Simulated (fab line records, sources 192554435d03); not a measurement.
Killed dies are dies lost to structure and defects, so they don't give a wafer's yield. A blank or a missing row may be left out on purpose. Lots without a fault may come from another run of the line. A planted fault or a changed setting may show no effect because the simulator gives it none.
fab line records | flow n5_finfet
record lots=7 wafers=39
route steps=1938 shown FIN_SAQP@146 DUMMY_GATE@248 HKMG_FIN@386 MOL_CONTACT_COAG@538 BEOL_M4@1111
start_h: hours from the record's first day to the start of the lot's first wafer shown | wait_h: hours since the lot's step before | " the same as in the row above | L1.1+2: a row that stands for several wafers | - no value, or no start given | * or withheld: withheld | < > ~ a bound
route shown NAME@n: a module of which the file shows steps, and the number in the route of the first | usual: mean/standard deviation of fault-free wafers | same: alike in all rows | chamber/n: place in a boat | sites: the reading at each site | _std_site: their standard deviation | _edge_site: outer sites' mean less inner sites' | radius_mm: how far each site lies from the wafer's centre | mask NAME#n: copy n | behind: the tool/chamber that last shaped the wafer | hold: why the lot was held/for how many hours/how that ended | device: the transistor (n, p or np) that didn't switch | end of line: the same wafers' tests at the end of the route | a step without rows: its recipe alone | killed: dies lost to structure and defects at the first sort, not the wafer's yield | map: a wafer's dies, x killed, . not, _ none there
set.NAME: the setting as run; set.NAME@STEP: as run at that earlier step | model.NAME: the simulator's own value behind a step, which no gauge read
lots whose settings were changed on purpose; a table a step, a row a wafer
## steps
# step N5_FIN_SAQP_ETCH_64
# recipe chemistry=CF4 target=SiO2 target_depth_a=15 ion_energy_ev=350 pressure_mtorr=10 icp_w=800 bias_w=400 cf4_flow_sccm=80
# step N5_DUMMY_GATE_ETCH_44
# recipe chemistry=HBr/O2 over_etch_frac=0.7 target_depth_a=1275 stop_on=SiO2 ion_energy_ev=60 bias_w=20 target=poly-Si mask_material=SiO2 pressure_mtorr=20 icp_w=400 HBr_flow_sccm=120 O2_flow_sccm=10
# step N5_DUMMY_GATE_ETCH_42
# recipe chemistry=CHF3/O2 target=SiO2 target_depth_a=35 time_s=31 ion_energy_ev=30 bias_w=12 pressure_mtorr=30 source_w=600 Ar_flow_sccm=200 CHF3_flow_sccm=50 O2_flow_sccm=5
# step N5_HKMG_FIN_HK_ALD_01
# recipe material=HfO2 target_thk_a=16 temp_c=withheld ald_precursor_family=HfCl4 ald_co_reactant=H2O pulse_time_s=3 purge_time_s=3 co_reactant_purge_time_s=2.5 co_reactant_pulse_time_s=0.3 ald_cycles=30
# step N5_HKMG_FIN_ETCH_54
# recipe chemistry=CF4 target=SiARC target_depth_a=455 mask_material=CAR-ArF time_s=75.8 ion_energy_ev=80 pressure_mtorr=40 source_w=545 bias_w=36 Ar_flow_sccm=100 cf4_flow_sccm=100 ends=cleared
# step N5_HKMG_FIN_ETCH_35
# recipe chemistry=N2/H2 target=SOC target_depth_a=2158 ion_energy_ev=65 bias_w=5 source_w=3000 time_s=243.4 pressure_mtorr=30 n2_flow_sccm=200 h2_flow_sccm=200
# step N5_MOL_CONTACT_COAG_ETCH_110
# recipe chemistry=CF4/O2 target=Si target_depth_a=25 time_s=8 pressure_mtorr=100 source_w=200 bias_w=12 ion_energy_ev=60 Ar_flow_sccm=100 cf4_flow_sccm=100 O2_flow_sccm=10
# step N5_MOL_CONTACT_COAG_CVD_140
# recipe material=W target_thk_a=665 mode=selective_fill temp_c=300 time_s=215
# step N5_BEOL_M4_RC_MEAS_101
# usual EOT_N=10.51/0.093 EOT_P=10.48/0.09 IGATE_N=0.0133/0.0019 IGATE_P=0.0040/0.00058
# columns lot.wafer tool chamber start_h wait_h set.bias_w@FIN_SAQP_ETCH_64 set.target_depth_a@DUMMY_GATE_ETCH_44 set.bias_w@DUMMY_GATE_ETCH_42 set.ald_cycles@HKMG_FIN_HK_ALD_01 set.cf4_flow_sccm@HKMG_FIN_ETCH_54 set.time_s@HKMG_FIN_ETCH_35 set.source_w@MOL_CONTACT_COAG_ETCH_110 set.target_thk_a@MOL_CONTACT_COAG_CVD_140 EOT_N EOT_P IGATE_N[nA/um] IGATE_P[nA/um]
L076.1 prober-01 0 182.89 0.0 400 1275 12 30 100 243.4 200 665 10.41 10.37 0.0139 0.0041
L076.2 " 0 " " 400 1275 12 30 100 243.4 200 665 10.35 10.43 0.0154 0.0046
L076.6 " 0 " " 400 1275 12 30 100 243.4 200 665 10.37 10.44 0.0132 0.0039
L081.1 prober-02 0 208.01 0.0 400 1275 12 30 100 243.4 180.1 747.2 10.43 10.46 0.0143 0.0043
L081.2 " 0 " " 400 1275 12 33 83.52 243.4 180.1 665 10.84 10.80 0.0043 0.0013
L081.3 " 0 " " 400 1275 12 33 83.52 278.3 200 747.2 10.86 10.85 0.0043 0.0013
L081.4 " 0 " " 400 1275 12 33 100 243.4 200 747.2 10.69 10.60 0.0053 0.0016
L081.5 " 0 " " 400 1275 12 30 83.52 278.3 200 665 10.57 10.57 0.0122 0.0037
L081.6 " 0 " " 400 1275 12 30 100 278.3 180.1 665 10.50 10.42 0.0149 0.0044
L085.1 prober-01 0 236.01 0.0 362.4 1275 12 28 100 243.4 210.7 665 10.33 10.36 0.0305 0.0093
L085.2 " 0 " " 362.4 1275 12 30 100 212.4 200 665 10.59 10.45 0.0124 0.0037
L085.3 " 0 " " 362.4 1334 12 28 100 212.4 200 665 10.22 10.29 0.0290 0.0087
L085.4 " 0 " " 400 1334 12 30 100 243.4 200 665 10.51 10.43 0.0132 0.0040
L085.5 " 0 " " 400 1334 12 28 100 212.4 210.7 665 10.27 10.28 0.0286 0.0088
L085.6 " 0 " " 400 1275 12 30 100 243.4 210.7 665 10.56 10.48 0.0134 0.0041
L090.1 prober-01 0 263.00 0.0 400 1275 12 30 100 243.4 200 665 10.48 10.38 0.0171 0.0051
L090.2 " 0 " " 400 1169 12 30 100 216.9 200 706.3 10.52 10.49 0.0125 0.0038
L090.3 " 0 " " 475.5 1169 12 30 100 243.4 221.1 665 10.57 10.43 0.0135 0.0041
L090.4 " 0 " " 475.5 1275 12 30 100 243.4 200 706.3 10.42 10.30 0.0177 0.0054
L090.5 " 0 " " 475.5 1275 12 30 100 216.9 221.1 706.3 10.68 10.47 0.0124 0.0037
L090.6 " 0 " " 400 1169 12 30 100 216.9 221.1 665 10.38 10.44 0.0160 0.0048
L094.1 prober-02 0 294.46 0.0 423.7 1275 12 34 100 243.4 200 571.3 10.84 10.94 0.0031 0.0009
L094.2 " 0 " " 423.7 1118 12.98 34 100 243.4 200 665 10.81 10.88 0.0037 0.0011
L094.3 " 0 " " 423.7 1275 12 30 85.88 243.4 200 665 10.59 10.63 0.0106 0.0032
L094.4 " 0 " " 400 1118 12 34 85.88 202.5 200 571.3 10.89 10.88 0.0031 0.0009
L094.5 " 0 " " 400 1118 12.98 30 85.88 202.5 200 571.3 10.56 10.60 0.0125 0.0038
L094.6 " 0 " " 400 1275 12.98 30 100 202.5 200 665 10.38 10.34 0.0167 0.0050
L096.1 prober-01 0 296.41 0.0 323.4 1275 10.08 30 100 243.4 200 606.9 10.49 10.49 0.0114 0.0035
L096.2 " 0 " " 400 1275 12 30 100 297.8 200 665 10.48 10.59 0.0116 0.0035
L096.3 " 0 " " 400 1275 12 30 100 243.4 200 606.9 10.48 10.43 0.0121 0.0037
L096.4 " 0 " " 323.4 1275 10.08 27 100 243.4 200 665 10.16 10.19 0.0379 0.0117
L096.5 " 0 " " 323.4 1275 12 27 100 297.8 200 665 10.27 10.26 0.0314 0.0096
L096.6 " 0 " " 400 1275 10.08 27 100 297.8 200 606.9 10.30 10.27 0.0325 0.0099
L097.1 prober-01 0 306.53 0.0 400 1275 10.13 30 100 243.4 200 665 10.64 10.51 0.0109 0.0032
L097.2 " 0 " " 400 1275 10.13 26 100 243.4 200 596.6 10.18 10.06 0.0534 0.0163
L097.3 " 0 " " 400 1275 12 30 122.9 207.3 162.1 665 10.61 10.53 0.0109 0.0033
L097.4 " 0 " " 400 1275 12 26 122.9 243.4 162.1 665 10.16 10.05 0.0574 0.0173
L097.5 " 0 " " 400 1275 10.13 30 122.9 207.3 200 596.6 10.57 10.34 0.0153 0.0046
L097.6 " 0 " " 400 1275 12 26 100 207.3 162.1 596.6 10.24 10.04 0.0529 0.0159
## key
split step=N5_FIN_SAQP_ETCH_64 setting=bias_w stated_as=400
response none clear
split step=N5_DUMMY_GATE_ETCH_44 setting=target_depth_a stated_as=1275
response none clear
split step=N5_DUMMY_GATE_ETCH_42 setting=bias_w stated_as=12
response none clear
split step=N5_HKMG_FIN_HK_ALD_01 setting=ald_cycles stated_as=30
response step=N5_BEOL_M4_RC_MEAS_101 reading=EOT_P slope=+0.0292 per=1% together_with=all explained=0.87
response step=N5_BEOL_M4_RC_MEAS_101 reading=EOT_N slope=+0.0291 per=1% together_with=all explained=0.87
response step=N5_BEOL_M4_RC_MEAS_101 reading=IGATE_N slope=-0.00183 per=1% together_with=all explained=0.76
response step=N5_BEOL_M4_RC_MEAS_101 reading=IGATE_P slope=-0.000555 per=1% together_with=all explained=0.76
split step=N5_HKMG_FIN_ETCH_54 setting=cf4_flow_sccm stated_as=100
response none clear
split step=N5_HKMG_FIN_ETCH_35 setting=time_s stated_as=243.4
response none clear
split step=N5_MOL_CONTACT_COAG_ETCH_110 setting=source_w stated_as=200
response none clear
split step=N5_MOL_CONTACT_COAG_CVD_140 setting=target_thk_a stated_as=665
response none clear
